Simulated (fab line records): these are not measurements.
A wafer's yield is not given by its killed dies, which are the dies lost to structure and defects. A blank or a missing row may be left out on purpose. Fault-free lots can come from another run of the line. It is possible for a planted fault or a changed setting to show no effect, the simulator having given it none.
Which tool was responsible?	flow nandHarc	14 lots, 42 wafers sampled, at 6 steps of a route of 1159

## WHAT EACH GAUGE READ, for each wafer
NHARC_A_SOURCE_PLATE_THK_MEAS_09: measures by ellipsometry. Usual: thkNm at 9.6 nm, with a standard deviation of 0.98.
lot	measured	on	thkNm (nm)	flag
L642	day 7 18:16	filmMetro-01	8.9 9.8 9.4	
L643	day 7 18:16	filmMetro-02	8.9 10.4 8.6	
L644	day 8 03:04	filmMetro-01	9.1 9.0 10.7	
L647	day 8 17:04	filmMetro-01	9.7 8.9 9.9	
L646	day 8 17:04	filmMetro-02	8.6 9.4 9.3	
L648	day 9 03:37	filmMetro-02	8.9 9.0 8.0	
L649	day 9 09:51	filmMetro-01	10.0 10.6 9.0	
L650	day 9 15:26	filmMetro-02	9.6 9.7 10.6	
L653	day 10 20:51	filmMetro-02	8.7 9.5 9.9	
L652	day 10 20:52	filmMetro-02	8.9 9.8 10.6	
L656	day 11 05:55	filmMetro-02	10.2 8.6 8.5	
L659	day 11 16:23	filmMetro-02	10.2 11.5 9.7	
L661	day 12 08:07	filmMetro-01	10.6 9.5 8.7	
L663	day 12 17:58	filmMetro-02	9.1 9.6 9.5	

NHARC_A_SOURCE_PLATE_THK_MEAS_06: measures by ellipsometry. Usual: thkNm at 200.1 nm, with a standard deviation of 2.3.
lot	measured	on	thkNm (nm)	flag
L642	day 8 07:07	filmMetro-01	200.0 199.3 198.7	
L643	day 8 07:07	filmMetro-02	196.3 197.4 198.3	
L644	day 8 15:58	filmMetro-02	198.6 198.0 199.3	
L647	day 9 06:09	filmMetro-02	198.3 200.6 200.0	
L646	day 9 06:09	filmMetro-01	198.2 196.3 198.8	
L648	day 9 19:01	filmMetro-02	197.3 195.7 196.8	
L649	day 9 22:53	filmMetro-01	198.8 198.2 196.2	
L650	day 10 04:40	filmMetro-02	200.3 203.1 198.3	
L653	day 11 09:44	filmMetro-02	198.4 200.6 198.1	
L652	day 11 09:44	filmMetro-01	199.9 200.8 197.9	
L656	day 11 17:52	filmMetro-01	202.6 202.3 201.8	
L659	day 12 05:16	filmMetro-02	202.8 202.0 200.4	
L661	day 12 21:34	filmMetro-01	201.9 201.4 199.1	
L663	day 13 07:01	filmMetro-02	201.8 202.9 202.0	

NHARC_A_ONON_D1_THK_MEAS_14: measures by ellipsometry. Usual: thkNm at 1001 nm, with a standard deviation of 7.6.
lot	measured	on	thkNm (nm)	flag
L642	day 8 10:01	filmMetro-02	1007 1006 1006	
L643	day 8 10:03	filmMetro-01	996 998 997	
L644	day 8 19:10	filmMetro-02	998 996 998	
L647	day 9 09:04	filmMetro-01	997 995 997	
L646	day 9 09:04	filmMetro-02	990 988 988	
L648	day 9 21:59	filmMetro-01	1008 1009 1008	
L649	day 10 01:47	filmMetro-01	996 997 993	
L650	day 10 07:36	filmMetro-02	999 998 1000	
L653	day 11 13:33	filmMetro-01	996 997 996	
L652	day 11 13:24	filmMetro-02	1013 1013 1014	
L656	day 11 21:29	filmMetro-01	985 984 985	
L659	day 12 08:34	filmMetro-01	1467 1464 1465	OFF
L661	day 13 00:30	filmMetro-02	1465 1463 1463	OFF
L663	day 13 10:41	filmMetro-02	1006 1003 1004	

NHARC_END_SORT_01. Usual: killedAtArray 29, standard deviation 10; killedAtOther 0.7, standard deviation 1.1; killedAtPeriphery 3.3, standard deviation 2.4; killedDies 33, standard deviation 11; killedOpen 3.3, standard deviation 2; killedShort 1.9, standard deviation 1.3.
lot	measured	on	killedAtArray	killedAtOther	killedAtPeriphery	killedDies	killedOpen	killedShort	flag
L659	day 24 22:21	prober-01	672 675 676	0 1 1	5 1 0	677 677 677	4 2 2	2 0 2	OFF
L661	day 25 07:47	prober-01	672 672 672	0 3 0	5 2 5	677 677 677	3 1 5	1 2 1	OFF

## WHICH TOOL RAN EACH LOT (tool, then ch and the chambers of the sampled wafers, then the start)
lot	NHARC_A_ONON_D1_DEP_12	NHARC_A_CHANNEL_HOLE_D1_DEP_01
L642	pecvdOnon-03 ch 0, day 8 09:30	pecvd-03 ch 1,2, day 9 01:19
L643	pecvdOnon-02 ch 0, day 8 09:31	pecvd-03 ch 0,1,2, day 9 00:10
L644	pecvdOnon-01 ch 0, day 8 18:46	pecvd-03 ch 1,2, day 9 08:41
L647	pecvdOnon-03 ch 0, day 9 08:40	pecvd-04 ch 0,1,2, day 9 23:19
L646	pecvdOnon-02 ch 0, day 9 08:37	pecvd-03 ch 0,1, day 9 23:40
L648	pecvdOnon-03 ch 0, day 9 21:28	pecvd-04 ch 0,1, day 10 10:23
L649	pecvdOnon-01 ch 0, day 10 01:16	pecvd-03 ch 0,2, day 10 14:31
L650	pecvdOnon-03 ch 0, day 10 07:05	pecvd-03 ch 0,2, day 10 19:39
L653	pecvdOnon-01 ch 0, day 11 13:02	pecvd-04 ch 0,1,2, day 12 03:40
L652	pecvdOnon-02 ch 0, day 11 12:53	pecvd-01 ch 0,2, day 12 03:31
L656	pecvdOnon-03 ch 0, day 11 20:59	pecvd-03 ch 0,1, day 12 14:37
L659	pecvdOnon-03 ch 0, day 12 08:03	-
L661	pecvdOnon-03 ch 0, day 13 00:06	-
L663	pecvdOnon-01 ch 0, day 13 10:11	pecvd-03 ch 0,2, day 14 00:34
- NHARC_A_ONON_D1_DEP_12: target thk 1000 nm.
- NHARC_A_CHANNEL_HOLE_D1_DEP_01: deposits SiON, target thk 140 nm.

## WHAT THE TOOLS THEMSELVES READ (means of the sampled wafers that have a number; where no wafer has one, the mark that the record gives instead)
NHARC_A_ONON_D1_DEP_12. Usual: n2FlowSccm at 2751 sccm, with a standard deviation of 8.1.
lot	tool	n2FlowSccm (sccm)	flag
L642	pecvdOnon-03	2753	
L643	pecvdOnon-02	2765	
L644	pecvdOnon-01	2757	
L647	pecvdOnon-03	2756	
L646	pecvdOnon-02	2747	
L648	pecvdOnon-03	2737	
L649	pecvdOnon-01	2752	
L650	pecvdOnon-03	2753	
L653	pecvdOnon-01	2751	
L652	pecvdOnon-02	2758	
L656	pecvdOnon-03	2757	
L659	pecvdOnon-03	2746	
L661	pecvdOnon-03	2741	
L663	pecvdOnon-01	2750	

NHARC_A_CHANNEL_HOLE_D1_DEP_01. Usual: heaterPowerW at 732 W, with a standard deviation of 76.
lot	tool	heaterPowerW (W)	flag
L642	pecvd-03	849	
L643	pecvd-03	756	
L644	pecvd-03	739	
L647	pecvd-04	743	
L646	pecvd-03	656	
L648	pecvd-04	694	
L649	pecvd-03	668	
L650	pecvd-03	737	
L653	pecvd-04	729	
L652	pecvd-01	687	
L656	pecvd-03	774	
L663	pecvd-03	733	

## THE ANSWER, worked out from the rows above alone
Rule: take the mean of a lot's wafers that have a number; if it is more than 3 standard deviations from the usual mean, the lot is off. Also off: a lot with no number at a reading for which 4 or more lots have one. Any other lot the step has rows for is counted as sound. Order of review: gauges by route order, followed by the tools' own readings, for which a lot's mean as printed above is used. The first step at which some lot is off is used, and at that step the reading that is off furthest; a lot without a number counts as furthest.
Off: L659, L661 (NHARC_A_ONON_D1_THK_MEAS_14, thkNm).
If a tool, at a process step before that reading, ran all the lots that are off and no sound lot after the first of them, it fits. Not tried: the gauges at NHARC_A_ONON_D1_THK_MEAS_14; whatever is off there is also off at NHARC_END_SORT_01, on other tools, and gauge error can't account for it. One fits: NHARC_A_ONON_D1_DEP_12 on pecvdOnon-03. Its last sound lot is L656 (day 11 20:59), its first lot that is off L659 (day 12 08:03): a fault that began between those two fits.

## WHAT HAD BEEN PUT IN BY THE SIMULATOR
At NHARC_A_ONON_D1_DEP_12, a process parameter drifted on pecvdOnon-03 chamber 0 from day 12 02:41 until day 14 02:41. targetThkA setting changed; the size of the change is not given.
Lots struck among those shown: L659, L661. This agrees with what the rule above found.
